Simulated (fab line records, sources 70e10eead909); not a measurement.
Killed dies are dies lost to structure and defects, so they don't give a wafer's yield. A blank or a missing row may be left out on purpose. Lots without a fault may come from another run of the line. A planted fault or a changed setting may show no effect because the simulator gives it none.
Which tool did it? | flow nand_harc | 24 lots, 72 wafers sampled, at 6 steps of a route of 1302

WHAT THE GAUGES READ, wafer by wafer
The record holds no reading of a measuring or inspecting step that can be judged against a usual standard deviation.

WHICH TOOL RAN EACH LOT (tool, then ch and the chambers of the sampled wafers, then the start)
lot  | NHARC_A_STAIRCASE_ETCH_197                    | NHARC_A_STAIRCASE_TRIM_198                    | NHARC_A_STAIRCASE_ETCH_221                    | NHARC_A_STAIRCASE_ETCH_227                    | NHARC_A_STAIRCASE_ETCH_230                    | NHARC_A_STAIRCASE_DESCUM_270
L074 | rie_diel-09 ch 0,3, day 16 08:31 or earlier   | rie_diel-09 ch 2,3, day 16 08:31 or earlier   | rie_diel-09 ch 2,3, day 16 08:31 or earlier   | rie_diel-09 ch 0,3, day 16 08:31 or earlier   | rie_diel-12 ch 0,2,3, day 16 08:31 or earlier | rie_diel-12 ch 0,1,3, day 16 08:31
L076 | rie_diel-12 ch 0,1,3, day 17 08:07 or earlier | rie_diel-12 ch 0,1,2, day 17 08:07 or earlier | rie_diel-09 ch 0,3, day 17 08:07 or earlier   | rie_diel-09 ch 0,1, day 17 08:07 or earlier   | rie_diel-06 ch 1,2, day 17 08:07 or earlier   | rie_diel-09 ch 0,2, day 17 08:07
L077 | rie_diel-06 ch 0,1,2, day 17 13:45 or earlier | rie_diel-06 ch 1,2,3, day 17 13:45 or earlier | rie_diel-12 ch 1,2,3, day 17 13:45 or earlier | rie_diel-12 ch 0,1, day 17 13:45 or earlier   | rie_diel-06 ch 0,1, day 17 13:45 or earlier   | rie_diel-09 ch 2,3, day 17 13:45
L078 | rie_diel-06 ch 1,2,3, day 17 21:36 or earlier | rie_diel-06 ch 2,3, day 17 21:36 or earlier   | rie_diel-12 ch 0,3, day 17 21:36 or earlier   | rie_diel-12 ch 1,3, day 17 21:36 or earlier   | rie_diel-06 ch 1,3, day 17 21:36 or earlier   | rie_diel-09 ch 0,2, day 17 21:36
L079 | rie_diel-12 ch 1,2,3, day 18 09:31 or earlier | rie_diel-12 ch 0,1,2, day 18 09:31 or earlier | rie_diel-09 ch 0,1,3, day 18 09:31 or earlier | rie_diel-09 ch 0,2,3, day 18 09:31 or earlier | rie_diel-09 ch 0,2,3, day 18 09:31 or earlier | rie_diel-09 ch 1,3, day 18 09:31
L081 | rie_diel-09 ch 0,1,3, day 19 07:10 or earlier | rie_diel-09 ch 1,2,3, day 19 07:10 or earlier | rie_diel-12 ch 1,2,3, day 19 07:10 or earlier | rie_diel-12 ch 1,2, day 19 07:10 or earlier   | rie_diel-09 ch 0,2, day 19 07:10 or earlier   | rie_diel-12 ch 1,2, day 19 07:10
L075 | rie_diel-06 ch 0,2,3, day 19 09:22 or earlier | rie_diel-06 ch 0,1,2, day 19 09:22 or earlier | rie_diel-12 ch 0,1,3, day 19 09:22 or earlier | rie_diel-12 ch 0,1,2, day 19 09:22 or earlier | rie_diel-06 ch 0,1,2, day 19 09:22 or earlier | rie_diel-06 ch 0,2,3, day 19 09:22
L082 | rie_diel-12 ch 0,1,2, day 19 12:50 or earlier | rie_diel-12 ch 0,1,3, day 19 12:50 or earlier | rie_diel-09 ch 0,1,3, day 19 12:50 or earlier | rie_diel-09 ch 1,2,3, day 19 12:50 or earlier | rie_diel-06 ch 0,2,3, day 19 12:50 or earlier | rie_diel-09 ch 1,2,3, day 19 12:50
L080 | rie_diel-12 ch 1,3, day 19 22:21 or earlier   | rie_diel-12 ch 2,3, day 19 22:21 or earlier   | rie_diel-09 ch 0,1,3, day 19 22:21 or earlier | rie_diel-09 ch 0,3, day 19 22:21 or earlier   | rie_diel-12 ch 0,1,3, day 19 22:21 or earlier | rie_diel-09 ch 0,2, day 19 22:21
L083 | rie_diel-09 ch 0,1,3, day 20 05:53 or earlier | rie_diel-09 ch 0,2, day 20 05:53 or earlier   | rie_diel-06 ch 0,1,2, day 20 05:53 or earlier | rie_diel-06 ch 1,2,3, day 20 05:53 or earlier | rie_diel-09 ch 2,3, day 20 05:53 or earlier   | rie_diel-09 ch 0,1,2, day 20 05:53
L084 | rie_diel-06 ch 0,2,3, day 20 07:52 or earlier | rie_diel-06 ch 0,3, day 20 07:52 or earlier   | rie_diel-06 ch 2,3, day 20 07:52 or earlier   | rie_diel-06 ch 1,2,3, day 20 07:52 or earlier | rie_diel-09 ch 0,1,3, day 20 07:52 or earlier | rie_diel-09 ch 0,1,2, day 20 07:52
L085 | rie_diel-12 ch 0,2, day 21 02:11 or earlier   | rie_diel-12 ch 0,1,3, day 21 02:11 or earlier | rie_diel-12 ch 0,3, day 21 02:11 or earlier   | rie_diel-12 ch 1,2,3, day 21 02:11 or earlier | rie_diel-06 ch 0,1,3, day 21 02:11 or earlier | rie_diel-09 ch 0,2, day 21 02:11
L086 | rie_diel-09 ch 0,2, day 21 09:59 or earlier   | rie_diel-09 ch 2,3, day 21 09:59 or earlier   | rie_diel-09 ch 2,3, day 21 09:59 or earlier   | rie_diel-09 ch 0,1,2, day 21 09:59 or earlier | rie_diel-12 ch 0,1, day 21 09:59 or earlier   | rie_diel-12 ch 1,3, day 21 09:59
L087 | rie_diel-06 ch 0,2, day 22 09:49 or earlier   | rie_diel-06 ch 1,2,3, day 22 09:49 or earlier | rie_diel-06 ch 0,3, day 22 09:49 or earlier   | rie_diel-06 ch 0,2,3, day 22 09:49 or earlier | rie_diel-12 ch 2,3, day 22 09:49 or earlier   | rie_diel-09 ch 1,2, day 22 09:49
L090 | rie_diel-09 ch 0,1, day 22 18:52 or earlier   | rie_diel-09 ch 0,1, day 22 18:52 or earlier   | rie_diel-12 ch 1,3, day 22 18:52 or earlier   | rie_diel-12 ch 0,1, day 22 18:52 or earlier   | rie_diel-12 ch 0,1,3, day 22 18:52 or earlier | rie_diel-12 ch 0,1,2, day 22 18:52
L089 | rie_diel-06 ch 0,2,3, day 22 20:43 or earlier | rie_diel-06 ch 0,1, day 22 20:43 or earlier   | rie_diel-12 ch 0,2, day 22 20:43 or earlier   | rie_diel-12 ch 0,1,3, day 22 20:43 or earlier | rie_diel-09 ch 0,1, day 22 20:43 or earlier   | rie_diel-09 ch 0,3, day 22 20:43
L088 | rie_diel-12 ch 0,1,3, day 22 21:32 or earlier | rie_diel-12 ch 0,1, day 22 21:32 or earlier   | rie_diel-06 ch 0,1,3, day 22 21:32 or earlier | rie_diel-06 ch 1,2,3, day 22 21:32 or earlier | rie_diel-06 ch 0,1, day 22 21:32 or earlier   | rie_diel-12 ch 0,2,3, day 22 21:32
L092 | rie_diel-06 ch 0,2,3, day 23 08:49 or earlier | rie_diel-06 ch 0,1,2, day 23 08:49 or earlier | rie_diel-06 ch 0,2,3, day 23 08:49 or earlier | rie_diel-06 ch 0,2,3, day 23 08:49 or earlier | rie_diel-12 ch 1,2,3, day 23 08:49 or earlier | rie_diel-12 ch 1,2,3, day 23 08:49
L091 | rie_diel-06 ch 0,3, day 23 11:04 or earlier   | rie_diel-06 ch 0,2, day 23 11:04 or earlier   | rie_diel-06 ch 0,1, day 23 11:04 or earlier   | rie_diel-06 ch 0,3, day 23 11:04 or earlier   | rie_diel-06 ch 1,2, day 23 11:04 or earlier   | rie_diel-06 ch 0,1, day 23 11:04
L093 | rie_diel-12 ch 0,1,2, day 24 01:32 or earlier | rie_diel-12 ch 0,2,3, day 24 01:32 or earlier | rie_diel-06 ch 1,2, day 24 01:32 or earlier   | rie_diel-06 ch 0,1, day 24 01:32 or earlier   | rie_diel-12 ch 1,2, day 24 01:32 or earlier   | rie_diel-12 ch 0,1, day 24 01:32
L094 | rie_diel-09 ch 0,2,3, day 24 22:20 or earlier | rie_diel-09 ch 0,1, day 24 22:20 or earlier   | rie_diel-06 ch 0,1,2, day 24 22:20 or earlier | rie_diel-06 ch 0,2,3, day 24 22:20 or earlier | rie_diel-06 ch 0,1,3, day 24 22:20 or earlier | rie_diel-12 ch 2,3, day 24 22:20
L096 | rie_diel-12 ch 0,1,2, day 25 02:19 or earlier | rie_diel-12 ch 1,2,3, day 25 02:19 or earlier | rie_diel-06 ch 0,1, day 25 02:19 or earlier   | rie_diel-06 ch 0,1,3, day 25 02:19 or earlier | rie_diel-06 ch 0,2,3, day 25 02:19 or earlier | rie_diel-09 ch 0,2, day 25 02:19
L095 | rie_diel-06 ch 0,1,3, day 25 14:40 or earlier | rie_diel-06 ch 0,1,2, day 25 14:40 or earlier | rie_diel-06 ch 0,1, day 25 14:40 or earlier   | rie_diel-06 ch 2,3, day 25 14:40 or earlier   | rie_diel-06 ch 2,3, day 25 14:40 or earlier   | rie_diel-09 ch 2,3, day 25 14:40
L097 | rie_diel-09 ch 0,1,3, day 25 16:05 or earlier | rie_diel-09 ch 1,2, day 25 16:05 or earlier   | rie_diel-06 ch 0,2, day 25 16:05 or earlier   | rie_diel-06 ch 0,1,3, day 25 16:05 or earlier | rie_diel-12 ch 0,1,2, day 25 16:05 or earlier | rie_diel-09 ch 0,2,3, day 25 16:05
- NHARC_A_STAIRCASE_ETCH_197: etches the open film in C4F8/O2, target depth 100 nm, time 40.5 s.
- NHARC_A_STAIRCASE_TRIM_198: chemistry O2, time 211.2 s.
- NHARC_A_STAIRCASE_ETCH_221: etches the open film in C4F8/O2, target depth 100 nm, time 40.5 s.
- NHARC_A_STAIRCASE_ETCH_227: etches the open film in C4F8/O2, target depth 100 nm, time 40.5 s.
- NHARC_A_STAIRCASE_ETCH_230: etches the open film in C4F8/O2, target depth 100 nm, time 40.5 s.
- NHARC_A_STAIRCASE_DESCUM_270: chemistry O2, time 3 s.

WHAT THE TOOLS THEMSELVES READ (means of the sampled wafers that have a number; where no wafer has one, the mark that the record gives instead)
NHARC_A_STAIRCASE_ETCH_197. Usual: oes_product_au 0.952 a.u., standard deviation 0.018; rf_vpp_V 895 V, standard deviation 7.2.
lot  | tool        | oes_product_au (a.u.) | rf_vpp_V (V) | flag
L074 | rie_diel-09 | 0.950                 | 904          |
L076 | rie_diel-12 | 0.969                 | 892          |
L077 | rie_diel-06 | 0.950                 | 896          |
L078 | rie_diel-06 | 0.927                 | 896          |
L079 | rie_diel-12 | 0.956                 | 888          |
L081 | rie_diel-09 | 0.964                 | 904          |
L075 | rie_diel-06 | 0.972                 | 891          |
L082 | rie_diel-12 | 0.982                 | 892          |
L080 | rie_diel-12 | 0.942                 | 887          |
L083 | rie_diel-09 | 0.975                 | 904          |
L084 | rie_diel-06 | 0.932                 | 890          |
L085 | rie_diel-12 | 0.947                 | 891          |
L086 | rie_diel-09 | 0.976                 | 899          |
L087 | rie_diel-06 | 0.925                 | 889          |
L090 | rie_diel-09 | 0.949                 | 903          |
L089 | rie_diel-06 | 0.942                 | 890          |
L088 | rie_diel-12 | 0.950                 | 897          |
L092 | rie_diel-06 | 0.967                 | 890          |
L091 | rie_diel-06 | 0.959                 | 889          |
L093 | rie_diel-12 | 0.953                 | 892          |
L094 | rie_diel-09 | 0.965                 | 898          |
L096 | rie_diel-12 | 0.946                 | 891          |
L095 | rie_diel-06 | 0.940                 | 892          |
L097 | rie_diel-09 | 0.929                 | 904          |

NHARC_A_STAIRCASE_TRIM_198. Usual: drypump_motor_current_A 5.7 A, standard deviation 0.5; oes_product_au 1.001 a.u., standard deviation 0.009; rf_vpp_V 57.7 V, standard deviation 0.97; showerhead_plenum_p_Torr 3.52 Torr, standard deviation 0.2; throttle_valve_pct 17.035 %, standard deviation 0.009.
lot  | tool        | drypump_motor_current_A (A) | oes_product_au (a.u.) | rf_vpp_V (V) | showerhead_plenum_p_Torr (Torr) | throttle_valve_pct (%) | flag
L074 | rie_diel-09 | 5.8                         | 0.995                 | 57.3         | 3.47                            | 17.030                 |
L076 | rie_diel-12 | 6.1                         | 0.997                 | 57.5         | 3.43                            | 17.039                 |
L077 | rie_diel-06 | 5.2                         | 1.002                 | 58.3         | 3.52                            | 17.042                 |
L078 | rie_diel-06 | 5.2                         | 1.012                 | 57.0         | 3.37                            | 17.034                 |
L079 | rie_diel-12 | 6.1                         | 1.002                 | 58.9         | 3.43                            | 17.033                 |
L081 | rie_diel-09 | 6.1                         | 0.993                 | 57.7         | 3.60                            | 17.030                 |
L075 | rie_diel-06 | 5.2                         | 1.004                 | 57.9         | 3.53                            | 17.032                 |
L082 | rie_diel-12 | 6.2                         | 1.002                 | 57.8         | 3.40                            | 17.038                 |
L080 | rie_diel-12 | 5.6                         | 1.003                 | 57.2         | 3.32                            | 17.035                 |
L083 | rie_diel-09 | 5.8                         | 0.999                 | 58.4         | 3.61                            | 17.034                 |
L084 | rie_diel-06 | 5.4                         | 1.003                 | 57.8         | 3.33                            | 17.036                 |
L085 | rie_diel-12 | 6.2                         | 1.012                 | 57.7         | 3.57                            | 17.031                 |
L086 | rie_diel-09 | 6.0                         | 0.996                 | 57.8         | 3.60                            | 17.045                 |
L087 | rie_diel-06 | 5.2                         | 0.987                 | 56.8         | 3.50                            | 17.033                 |
L090 | rie_diel-09 | 6.0                         | 0.999                 | 58.7         | 3.74                            | 17.033                 |
L089 | rie_diel-06 | 5.4                         | 0.993                 | 57.8         | 3.47                            | 17.036                 |
L088 | rie_diel-12 | 6.5                         | 1.013                 | 56.9         | 3.41                            | 17.037                 |
L092 | rie_diel-06 | 5.2                         | 1.002                 | 57.6         | 3.51                            | 17.033                 |
L091 | rie_diel-06 | 5.2                         | 1.005                 | 57.2         | 3.38                            | 17.023                 |
L093 | rie_diel-12 | 5.9                         | 1.008                 | 57.3         | 3.56                            | 17.039                 |
L094 | rie_diel-09 | 6.2                         | 0.996                 | 57.8         | 3.72                            | 17.032                 |
L096 | rie_diel-12 | 5.9                         | 1.008                 | 58.0         | 3.47                            | 17.040                 |
L095 | rie_diel-06 | 5.2                         | 0.997                 | 58.3         | 3.50                            | 17.032                 |
L097 | rie_diel-09 | 6.1                         | 0.994                 | 58.2         | 3.56                            | 17.037                 |

NHARC_A_STAIRCASE_ETCH_221. Usual: oes_product_au 0.940 a.u., standard deviation 0.012; rf_vpp_V 895 V, standard deviation 7.2.
lot  | tool        | oes_product_au (a.u.) | rf_vpp_V (V) | flag
L074 | rie_diel-09 | 0.937                 | 900          |
L076 | rie_diel-09 | 0.927                 | 904          |
L077 | rie_diel-12 | 0.951                 | 888          |
L078 | rie_diel-12 | 0.942                 | 891          |
L079 | rie_diel-09 | 0.954                 | 904          |
L081 | rie_diel-12 | 0.935                 | 888          |
L075 | rie_diel-12 | 0.934                 | 892          |
L082 | rie_diel-09 | 0.947                 | 903          |
L080 | rie_diel-09 | 0.954                 | 905          |
L083 | rie_diel-06 | 0.926                 | 895          |
L084 | rie_diel-06 | 0.934                 | 890          |
L085 | rie_diel-12 | 0.964                 | 903          |
L086 | rie_diel-09 | 0.930                 | 893          |
L087 | rie_diel-06 | 0.927                 | 888          |
L090 | rie_diel-12 | 0.937                 | 894          |
L089 | rie_diel-12 | 0.933                 | 895          |
L088 | rie_diel-06 | 0.957                 | 894          |
L092 | rie_diel-06 | 0.951                 | 890          |
L091 | rie_diel-06 | 0.941                 | 893          |
L093 | rie_diel-06 | 0.940                 | 897          |
L094 | rie_diel-06 | 0.947                 | 896          |
L096 | rie_diel-06 | 0.939                 | 894          |
L095 | rie_diel-06 | 0.934                 | 894          |
L097 | rie_diel-06 | 0.935                 | 889          |

NHARC_A_STAIRCASE_ETCH_227. Usual: oes_product_au 0.943 a.u., standard deviation 0.01; rf_vpp_V 895 V, standard deviation 7.2.
lot  | tool        | oes_product_au (a.u.) | rf_vpp_V (V) | flag
L074 | rie_diel-09 | 0.959                 | 904          |
L076 | rie_diel-09 | 0.945                 | 903          |
L077 | rie_diel-12 | 0.944                 | 892          |
L078 | rie_diel-12 | 0.933                 | 887          |
L079 | rie_diel-09 | 0.932                 | 899          |
L081 | rie_diel-12 | 0.936                 | 889          |
L075 | rie_diel-12 | 0.936                 | 892          |
L082 | rie_diel-09 | 0.936                 | 898          |
L080 | rie_diel-09 | 0.950                 | 904          |
L083 | rie_diel-06 | 0.932                 | 895          |
L084 | rie_diel-06 | 0.939                 | 894          |
L085 | rie_diel-12 | 0.950                 | 894          |
L086 | rie_diel-09 | 0.936                 | 898          |
L087 | rie_diel-06 | 0.953                 | 890          |
L090 | rie_diel-12 | 0.953                 | 893          |
L089 | rie_diel-12 | 0.955                 | 898          |
L088 | rie_diel-06 | 0.938                 | 895          |
L092 | rie_diel-06 | 0.943                 | 890          |
L091 | rie_diel-06 | 0.958                 | 889          |
L093 | rie_diel-06 | 0.948                 | 894          |
L094 | rie_diel-06 | 0.937                 | 889          |
L096 | rie_diel-06 | 0.953                 | 893          |
L095 | rie_diel-06 | 0.938                 | 891          |
L097 | rie_diel-06 | 0.942                 | 893          |

NHARC_A_STAIRCASE_ETCH_230. Usual: oes_product_au 0.949 a.u., standard deviation 0.021; rf_vpp_V 895 V, standard deviation 7.3.
lot  | tool        | oes_product_au (a.u.) | rf_vpp_V (V) | flag
L074 | rie_diel-12 | 0.974                 | 891          |
L076 | rie_diel-06 | 0.966                 | 901          |
L077 | rie_diel-06 | 0.953                 | 899          |
L078 | rie_diel-06 | 0.975                 | 898          |
L079 | rie_diel-09 | 0.945                 | 898          |
L081 | rie_diel-09 | 0.924                 | 899          |
L075 | rie_diel-06 | 0.955                 | 896          |
L082 | rie_diel-06 | 0.973                 | 891          |
L080 | rie_diel-12 | 0.984                 | 891          |
L083 | rie_diel-09 | 0.912                 | 894          |
L084 | rie_diel-09 | 0.922                 | 904          |
L085 | rie_diel-06 | 0.956                 | 893          |
L086 | rie_diel-12 | 0.936                 | 892          |
L087 | rie_diel-12 | 0.924                 | 895          |
L090 | rie_diel-12 | 0.946                 | 897          |
L089 | rie_diel-09 | 0.977                 | 904          |
L088 | rie_diel-06 | 0.942                 | 899          |
L092 | rie_diel-12 | 0.939                 | 893          |
L091 | rie_diel-06 | 0.949                 | 896          |
L093 | rie_diel-12 | 0.968                 | 889          |
L094 | rie_diel-06 | 0.932                 | 893          |
L096 | rie_diel-06 | 0.939                 | 889          |
L095 | rie_diel-06 | 0.930                 | 889          |
L097 | rie_diel-12 | 0.953                 | 892          |

NHARC_A_STAIRCASE_DESCUM_270. Usual: drypump_motor_current_A 6.0 A, standard deviation 0.41; oes_product_au 1.000 a.u., standard deviation 0.0097; rf_vpp_V 57.9 V, standard deviation 0.95; showerhead_plenum_p_Torr 1.93 Torr, standard deviation 0.12; throttle_valve_pct 11.311 %, standard deviation 0.0078.
lot  | tool        | drypump_motor_current_A (A) | oes_product_au (a.u.) | rf_vpp_V (V) | showerhead_plenum_p_Torr (Torr) | throttle_valve_pct (%) | flag
L074 | rie_diel-12 | 6.2                         | 1.000                 | 58.1         | 1.85                            | 11.310                 |
L076 | rie_diel-09 | 5.7                         | 0.999                 | 59.0         | 1.88                            | 11.309                 |
L077 | rie_diel-09 | 5.8                         | 0.996                 | 57.0         | 1.88                            | 11.319                 |
L078 | rie_diel-09 | 5.8                         | 0.987                 | 58.0         | 1.96                            | 11.320                 |
L079 | rie_diel-09 | 6.3                         | 0.998                 | 58.4         | 2.04                            | 11.308                 |
L081 | rie_diel-12 | 5.8                         | 0.996                 | 56.9         | 1.81                            | 11.310                 |
L075 | rie_diel-06 | 5.2                         | 0.998                 | 57.4         | 1.82                            | 11.311                 |
L082 | rie_diel-09 | 6.0                         | 0.990                 | 58.0         | 1.95                            | 11.313                 |
L080 | rie_diel-09 | 5.7                         | 0.992                 | 57.4         | 1.87                            | 11.309                 |
L083 | rie_diel-09 | 5.9                         | 0.997                 | 57.6         | 1.95                            | 11.321                 |
L084 | rie_diel-09 | 5.9                         | 0.992                 | 58.0         | 1.95                            | 11.316                 |
L085 | rie_diel-09 | 5.8                         | 1.008                 | 58.8         | 1.95                            | 11.310                 |
L086 | rie_diel-12 | 6.1                         | 1.007                 | 57.4         | 1.98                            | 11.302                 |
L087 | rie_diel-09 | 5.8                         | 1.000                 | 56.9         | 1.86                            | 11.307                 |
L090 | rie_diel-12 | 6.1                         | 1.003                 | 57.3         | 1.84                            | 11.306                 |
L089 | rie_diel-09 | 6.0                         | 1.004                 | 57.5         | 2.04                            | 11.313                 |
L088 | rie_diel-12 | 5.9                         | 1.009                 | 57.8         | 1.94                            | 11.309                 |
L092 | rie_diel-12 | 6.0                         | 1.018                 | 57.6         | 1.89                            | 11.300                 |
L091 | rie_diel-06 | 5.3                         | 1.001                 | 57.5         | 1.95                            | 11.304                 |
L093 | rie_diel-12 | 6.5                         | 1.002                 | 57.8         | 1.84                            | 11.314                 |
L094 | rie_diel-12 | 5.6                         | 1.005                 | 56.8         | 1.88                            | 11.315                 |
L096 | rie_diel-09 | 5.7                         | 1.007                 | 57.7         | 1.86                            | 11.314                 |
L095 | rie_diel-09 | 5.8                         | 1.004                 | 58.0         | 1.86                            | 11.311                 |
L097 | rie_diel-09 | 5.9                         | 1.004                 | 57.9         | 1.94                            | 11.316                 |

THE ANSWER, worked out from the rows above alone
Rule: a lot is off if the mean of its wafers that have a number lies more than 3 standard deviations from the usual mean. A lot without any number at a reading at which 4 lots or more have one is off too. The other lots that the step has rows for count as sound. The gauges are gone through in route order, then the tools' own readings, and for those a lot's mean is taken as printed above. The first step at which some lot is off is used, and at that step the reading that is off furthest; a lot without a number counts as furthest.
No lot is off at any reading shown: from this, nothing can be told.

WHAT THE SIMULATOR HAD PUT IN
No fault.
